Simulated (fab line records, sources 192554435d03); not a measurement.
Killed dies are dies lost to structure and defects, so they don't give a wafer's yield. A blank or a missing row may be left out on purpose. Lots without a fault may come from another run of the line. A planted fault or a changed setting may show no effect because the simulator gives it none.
Chamber matching | flow n5_finfet | N5_DUMMY_GATE_ALD_02 on ald_sin-01: 4 sister chambers
The step deposits SiO2, target thk 2 nm, pulse time 1 s. 8 wafers are shown with their chamber, then 8 later ones without.

WAFERS WITH THEIR CHAMBER
wafer  | chamber | heater_power_w (W) | precursor_pulse_height_rel
L383.4 | 3       | 466                | 1.019
L392.1 | 0       | 461                | 1.000
L392.4 | 1       | 431                | 1.002
L392.5 | 2       | 537                | 0.966
L393.1 | 2       | 546                | 0.996
L393.3 | 3       | 471                | 0.972
L393.6 | 1       | 457                | 0.993
L395.2 | 0       | 462                | 0.999

WAFERS WITHOUT THEIR CHAMBER
wafer  | heater_power_w (W) | precursor_pulse_height_rel
L395.4 | 561                | 1.011
L395.6 | 462                | 0.986
L396.1 | 431                | 1.010
L396.5 | 549                | 0.983
L396.6 | 464                | 1.001
L399.2 | 472                | 0.985
L399.4 | 436                | 0.992
L399.6 | 547                | 0.973

WHICH CHAMBER EACH WENT THROUGH
wafer  | from the rows above          | in truth
L395.4 | 2                            | 2
L395.6 | can't be placed: 0 or 3 or 1 | 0
L396.1 | can't be placed: 1 or 0      | 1
L396.5 | 2                            | 2
L396.6 | can't be placed: 0 or 3 or 1 | 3
L399.2 | can't be placed: 3 or 0      | 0
L399.4 | can't be placed: 1 or 0      | 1
L399.6 | 2                            | 2
Placed correctly: 3 of 8. Can't be placed from these rows: 5 (the true chamber is among the candidates in 5). Placed wrongly: 0.
How it was worked out, from the rows above alone: a wafer's distance from a chamber is the root of the sum, over the readings, of the square of ((its reading less the chamber's mean) divided by the reading's scatter). The wafer belongs to the nearest chamber; if the next one is less than 2 further off, it can't be placed. A chamber's mean is the mean of its shown wafers. The scatter: the root of (the sum of the squares of (reading less its chamber's mean) over the shown wafers, divided by (wafers less chambers)).
